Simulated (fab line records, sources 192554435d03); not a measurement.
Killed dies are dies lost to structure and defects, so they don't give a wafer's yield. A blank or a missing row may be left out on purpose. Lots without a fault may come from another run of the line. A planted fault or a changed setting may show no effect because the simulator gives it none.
A struck lot beside a sound one | flow n5_finfet | 12 steps out of a route of 1938
Sound: wafers L812.1, L812.4, L812.5. Struck: wafers L830.4, L830.6. (L830.2 of the same lot was not struck and is left out.) The cause comes at the end.
At each step with rows: each side's tool, then ch and its chambers, then its first start. Under that, the readings that differ: sound wafers | struck wafers | difference of the means | sigmas: that difference in standard deviations of wafers without a fault.
alike: readings whose means differ by less than 2 such deviations, and words and numbers that are the same on both sides. not compared: withheld readings, readings that some wafer has no value for, bounds like >300 that may hide the same value, and numbers for which the record gives no deviation and whose values overlap.
The two part at a step that has a row with sigmas, a row that says differs or no value, or rows on one side only. Numbers that don't overlap but have no deviation are shown without sigmas and don't part them. A reading that every wafer of one side lacks parts them only if that side has two wafers or more.

first, 9 steps without rows for these wafers: N5_BEOL_M3_DEVELOP_27 (develop time 30 s); N5_BEOL_M3_DESCUM_33 (chemistry O2, time 7 s); N5_BEOL_M3_ETCH_77 (etches underlayer in N2/H2, target depth 6.5 nm, time 5.2 s); N5_BEOL_M3_ETCH_69 (etches SiARC in CF4, target depth 15.6 nm, time 26 s); N5_BEOL_M3_ALD_98 (deposits SiO2, target thk 2.5 nm, pulse time 1 s, co reactant pulse time 1 s); N5_BEOL_M3_ETCHBACK_99 (etches SiO2 in CHF3, target depth 5 nm, time 10.4 s); N5_BEOL_M3_ETCH_70 (etches SOC in N2/H2, target depth 80 nm, overetch 16 nm, time 120 s); N5_BEOL_M3_STRIP_71 (strips in N2/H2); N5_BEOL_M3_STRIP_78 (strips in N2/H2).
N5_BEOL_M3_VIA_ETCH_34: etches the open film in C4F6/O2, target depth 69.4 nm, time 65.9 s.
  sound on rie_diel-01 ch 2,3, day 8 18:22; struck on rie_diel-06 ch 1,3, day 13 14:51
  reading                                  | sound             | struck    | difference | sigmas
  oes_product_au (a.u.)                    | 0.76 0.69 0.76    | 1.20 0.98 | +0.35      | +4
  model.etch.depth_nm (nm)                 | 67.44 67.75 67.24 | 106 104.3 | +38        |
  model.SOC_of_BEOL_M3_COAT_67.thk_nm (nm) | 52 51.8 52        | 47.8 48.4 | -3.8       |
  alike: chamber_pressure_mTorr, drypump_motor_current_A, rf_vpp_V, showerhead_plenum_p_Torr, throttle_valve_pct
  not compared: rf_hours_counter_h
then, 1 step without rows for these wafers: N5_BEOL_M3_STRIP_83 (strips in C4F6/O2).
N5_BEOL_M4_RC_MEAS_101:
  sound on prober-02 ch 0, day 9 22:43; struck on prober-02 ch 0, day 14 09:16
  reading       | sound          | struck    | difference | sigmas
  SS_N (mV/dec) | 70.8 72.5 71.9 | 70.4 70.3 | -1.4       | -2
  alike: DIBL_N, DIBL_P, IOFF_N, IOFF_P, ION_N, ION_P, SS_P, VT_N, VT_P

WHERE THEY PART
First at N5_BEOL_M3_VIA_ETCH_34; last, within this record, at N5_BEOL_M4_RC_MEAS_101.

WHY: what the simulator had put in
Process parameter drift: rie_diel-06, from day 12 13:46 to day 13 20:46, at N5_BEOL_M3_VIA_ETCH_34. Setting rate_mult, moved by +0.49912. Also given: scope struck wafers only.
